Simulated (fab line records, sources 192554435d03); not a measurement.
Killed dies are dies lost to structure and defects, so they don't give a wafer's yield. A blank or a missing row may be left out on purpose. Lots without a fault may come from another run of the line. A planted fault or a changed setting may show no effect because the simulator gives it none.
Chamber matching | flow n5_finfet | N5_BEOL_M9_STRIP_19 on rie_diel-05: 4 sister chambers
The step strips in O2. 18 wafers are shown with their chamber, then 9 later ones without.

WAFERS WITH THEIR CHAMBER
wafer  | chamber | throttle_valve_pct (%) | showerhead_plenum_p_Torr (Torr) | oes_product_au (a.u.)
L077.1 | 3       | 16.26                  | 2.23                            | 0.93
L077.2 | 1       | 16.56                  | 2.16                            | 0.71
L077.3 | 2       | 16.83                  | 2.11                            | 0.80
L081.1 | 2       | 16.82                  | 2.10                            | 0.80
L081.3 | 3       | 16.27                  | 2.23                            | 0.92
L081.4 | 0       | 17.04                  | 2.16                            | 0.69
L079.1 | 1       | 16.58                  | 2.16                            | 0.70
L079.2 | 0       | 17.04                  | 2.15                            | 0.69
L079.3 | 2       | 16.85                  | 2.10                            | 0.79
L079.4 | 3       | 16.28                  | 2.23                            | 0.90
L079.5 | 3       | 16.28                  | 2.23                            | 0.89
L079.6 | 2       | 16.83                  | 2.10                            | 0.79
L085.4 | 2       | 16.86                  | 2.10                            | 0.77
L085.5 | 0       | 17.05                  | 2.15                            | 0.68
L085.6 | 1       | 16.61                  | 2.16                            | 0.70
L090.2 | 1       | 16.61                  | 2.15                            | 0.69
L090.3 | 3       | 16.32                  | 2.22                            | 0.86
L090.4 | 2       | 16.87                  | 2.10                            | 0.77

SIGNATURES (means of the wafers above)
reading                  | chamber 0 | chamber 1 | chamber 2 | chamber 3 | scatter within a chamber
throttle_valve_pct       | 17.0433   | 16.5900   | 16.8433   | 16.2820   | 0.0205
showerhead_plenum_p_Torr | 2.1533    | 2.1575    | 2.1017    | 2.2280    | 0.00467
oes_product_au           | 0.6867    | 0.7000    | 0.7867    | 0.9000    | 0.0173
Rule: a wafer's distance from a chamber is the root of the sum, over the readings, of the square of ((its reading less the chamber's mean) divided by the reading's scatter). The wafer belongs to the nearest chamber; if the next one is less than 2 further off, it can't be placed. The scatter: the root of (the sum of the squares of (reading less its chamber's mean) over the shown wafers, divided by (wafers less chambers)).

WAFERS WITHOUT THEIR CHAMBER
wafer  | throttle_valve_pct (%) | showerhead_plenum_p_Torr (Torr) | oes_product_au (a.u.)
L095.2 | 16.88                  | 2.09                            | 0.77
L095.3 | 16.31                  | 2.22                            | 0.85
L095.6 | 16.88                  | 2.09                            | 0.78
L093.2 | 16.88                  | 2.09                            | 0.77
L093.4 | 16.32                  | 2.22                            | 0.87
L093.5 | 16.87                  | 2.09                            | 0.77
L096.3 | 16.62                  | 2.15                            | 0.69
L096.4 | 16.33                  | 2.22                            | 0.84
L096.6 | 16.60                  | 2.15                            | 0.68

WHICH CHAMBER EACH WENT THROUGH
wafer  | from the rows above | in truth
L095.2 | 2                   | 2
L095.3 | 3                   | 3
L095.6 | 2                   | 2
L093.2 | 2                   | 2
L093.4 | 3                   | 3
L093.5 | 2                   | 2
L096.3 | 1                   | 1
L096.4 | 3                   | 3
L096.6 | 1                   | 1
Placed correctly: 9 of 9. Can't be placed from these rows: 0. Placed wrongly: 0.
